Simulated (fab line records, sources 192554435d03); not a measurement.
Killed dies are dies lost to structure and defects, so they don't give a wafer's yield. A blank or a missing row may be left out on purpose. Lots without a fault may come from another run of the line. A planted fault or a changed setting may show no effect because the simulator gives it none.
A struck lot beside a sound one | flow n5_finfet | 37 steps out of a route of 1938
Sound: wafers L560.1, L560.3, L560.5. Struck: wafer L554.2. (L554.3, L554.6 of the same lot were not struck and are left out.) The cause comes at the end.
At each step with rows: each side's tool, then ch and its chambers, then its first start. Under that, the readings that differ: sound wafers | struck wafers | difference of the means | sigmas: that difference in standard deviations of wafers without a fault.
alike: readings whose means differ by less than 2 such deviations, and words and numbers that are the same on both sides. not compared: withheld readings, readings that some wafer has no value for, bounds like >300 that may hide the same value, and numbers for which the record gives no deviation and whose values overlap.
The two part at a step that has a row with sigmas, a row that says differs or no value, or rows on one side only. Numbers that don't overlap but have no deviation are shown without sigmas and don't part them. A reading that every wafer of one side lacks parts them only if that side has two wafers or more.

first, 9 steps without rows for these wafers: N5_PMOS_HMC_CHANNEL_EPI_PRECLEAN_40 (cleans in DHF, time 30 s); N5_PMOS_HMC_CHANNEL_EPI_PRECLEAN_37 (cleans in O3/DIW, time 45 s); N5_PMOS_HMC_CHANNEL_EPI_PRECLEAN_24 (cleans in DHF, time 30 s); N5_PMOS_HMC_CHANNEL_EPI_SRD_25 (time 30 s); N5_PMOS_HMC_CHANNEL_EPI_EPI_26 (deposits Si from SiH4/H2, target thk 3.8 nm, time 22.7 s); N5_FIN_SAQP_PRECLEAN_42 (cleans in O3/DIW, time 60 s); N5_FIN_SAQP_PRECLEAN_00 (cleans in SC1, time 60 s); N5_FIN_SAQP_PRECLEAN_44 (cleans in SC2, time 45 s); N5_FIN_SAQP_SRD_01 (time 30 s).
N5_FIN_SAQP_ALD_61: deposits SiO2, target thk 4 nm, pulse time 1 s, purge time 2 s.
  sound on ald_sin-02 ch 0,3, day 6 20:21; struck on ald_sin-04 ch 1, day 5 09:56
  reading                                   | sound             | struck | difference | sigmas
  ald_cycles                                | 43 43 43          | 54     | +11        |
  model.SiO2_of_FIN_SAQP_ALD_61.thk_nm (nm) | 4.014 4.025 4.029 | 4.989  | +0.966     |
  alike: heater_power_outer_w, heater_power_w, precursor_pulse_height_rel
then, 24 steps without rows for these wafers: N5_FIN_SAQP_DENSIFY_62 (time 60 s); N5_FIN_SAQP_HM_DEP_03 (deposits SiNx from SiH4/NH3/N2, target thk 38 nm, time 33.6 s); N5_FIN_SAQP_PECVD_47 (deposits a-Si from SiH4/He, target thk 45 nm, time 36.3 s); N5_FIN_SAQP_PECVD_48 (deposits SiNx from SiH4/NH3/N2, target thk 25 nm, time 22.1 s); N5_FIN_SAQP_PECVD_06 (deposits a-Si from SiH4/He, target thk 60 nm, time 48.1 s); N5_FIN_SAQP_HM_DEP_72 (deposits SiO2 from SiH4/N2O, target thk 12 nm, time 7.2 s); N5_FIN_SAQP_COAT_49 (time 60 s, resist thk 100 nm); N5_FIN_SAQP_COAT_50 (time 60 s, resist thk 35 nm); N5_FIN_SAQP_COAT_10 (resist thk 90 nm); N5_FIN_SAQP_EBR_12; N5_FIN_SAQP_SOFTBAKE_11 (time 60 s); N5_FIN_SAQP_EXPOSE_13 (exposes mask FIN CORE, target cd 35.6 nm); N5_FIN_SAQP_PEB_14 (peb time 60 s); N5_FIN_SAQP_DEVELOP_15 (develop time 30 s); N5_FIN_SAQP_DESCUM_21 (chemistry O2, time 7.9 s); N5_FIN_SAQP_ETCH_51 (etches SiARC in CF4, target depth 45.5 nm, time 75.8 s); N5_FIN_SAQP_ETCH_52 (etches SOC in N2/H2, target depth 100 nm, overetch 20 nm, time 150 s); N5_FIN_SAQP_STRIP_53 (strips in N2/H2); N5_FIN_SAQP_HM_OPEN_73 (chemistry CHF3/O2, target SiO2, stops on a-Si, target depth 12 nm, time 16.8 s); N5_FIN_SAQP_STRIP_74 (strips in CHF3/O2); N5_FIN_SAQP_MANDREL_ETCH_22 (etches a-Si in HBr/Cl2, stops on SiNx, target depth 60 nm, bt time 10 s, time 30 s); N5_FIN_SAQP_STRIP_55 (strips in N2/H2); N5_FIN_SAQP_STRIP_23 (strips in SPM, time 750 s); N5_FIN_SAQP_SRD_66 (time 30 s).
N5_FIN_CUT_CUT_ETCH_27: etches SiO2 in CHF3/O2, target depth 4 nm, overetch 2 nm, time 4.9 s.
  sound on rie_diel-01 ch 0,1,2, day 7 03:32; struck on rie_diel-05 ch 3, day 5 17:41
  reading                  | sound             | struck | difference | sigmas
  CHF3_flow_sccm (sccm)    | 50.34 50.21 49.93 | 49.68  | -0.48      | -3
  model.etch.depth_nm (nm) | 4.014 4.025 4.029 | 4.989  | +0.966     |
  alike: bias_w, drypump_motor_current_A, oes_ar_750_au, oes_product_au, rf_vpp_V, showerhead_plenum_p_Torr, throttle_valve_pct
  not compared: rf_hours_counter_h
N5_STI_FIN_REVEAL_STRIP_16: strips SiNx in H3PO4, target depth 23.8 nm.
  sound on wet_bench-02 ch 0,1,7, day 7 11:51; struck on wet_bench-02 ch 2, day 6 01:58
  reading                                   | sound       | struck | difference | sigmas
  model.SiO2_of_FIN_SAQP_ALD_61.thk_nm (nm) | 3.8 3.8 3.8 | 4.8    | +1.0       |
N5_PASSIVATION_PROBE_49:
  the record has rows for the sound wafers here (prober-01, day 16 21:01) and none for the struck ones

WHERE THEY PART
First at N5_FIN_CUT_CUT_ETCH_27; last, within this record, at N5_PASSIVATION_PROBE_49.

WHY: what the simulator had put in
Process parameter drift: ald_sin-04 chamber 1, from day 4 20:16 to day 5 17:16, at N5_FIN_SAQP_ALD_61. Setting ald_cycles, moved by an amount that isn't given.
